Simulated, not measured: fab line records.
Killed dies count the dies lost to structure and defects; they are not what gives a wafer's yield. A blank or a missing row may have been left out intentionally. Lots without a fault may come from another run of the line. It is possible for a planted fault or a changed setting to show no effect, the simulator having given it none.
Matching of chambers :: flow n5-finfet :: N5_BEOL_M11_PECVD_70 on pecvd-01 has 3 sister chambers
The step deposits SiO2 from TEOS/O2, target thk 20 nm, time 22.7 s. 3 wafers are shown with their chamber, then 7 later ones without.

## WAFERS, EACH WITH ITS CHAMBER
wafer: L083.3
chamber: 2
throttle-valve-pct (%): 19.6

wafer: L086.2
chamber: 0
throttle-valve-pct (%): 20.8

wafer: L086.3
chamber: 1
throttle-valve-pct (%): 25.4

## WAFERS MISSING THEIR CHAMBER
wafer: L086.5
throttle-valve-pct (%): 25.5

wafer: L095.2
throttle-valve-pct (%): 20.0

wafer: L095.3
throttle-valve-pct (%): 20.5

wafer: L095.5
throttle-valve-pct (%): 20.6

wafer: L096.2
throttle-valve-pct (%): 20.7

wafer: L096.4
throttle-valve-pct (%): 20.7

wafer: L096.5
throttle-valve-pct (%): 19.7

## WHICH CHAMBER EACH ONE RAN IN
wafer: L086.5
from the rows above: 1
in truth: 1

wafer: L095.2
from the rows above: can't be placed: 2 or 0
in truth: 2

wafer: L095.3
from the rows above: 0
in truth: 0

wafer: L095.5
from the rows above: 0
in truth: 0

wafer: L096.2
from the rows above: 0
in truth: 0

wafer: L096.4
from the rows above: 0
in truth: 0

wafer: L096.5
from the rows above: 2
in truth: 2
6 of 7 placed correctly. Not placeable from these rows: 1 (in 1, the candidates include the true chamber). 0 placed wrongly.
How it was worked out, from the rows above alone: a wafer's distance from a chamber is the root of the sum, over the readings, of the square of ((its reading less the chamber's mean) divided by the reading's scatter). If the next closest chamber is less than 2 further off than the closest, the wafer can't be placed; otherwise it belongs to the closest. A chamber's mean is the mean of its shown wafers. The scatter: with one shown wafer a chamber, the root of the mean of the squares of how far each hidden wafer lies from its nearest shown one.
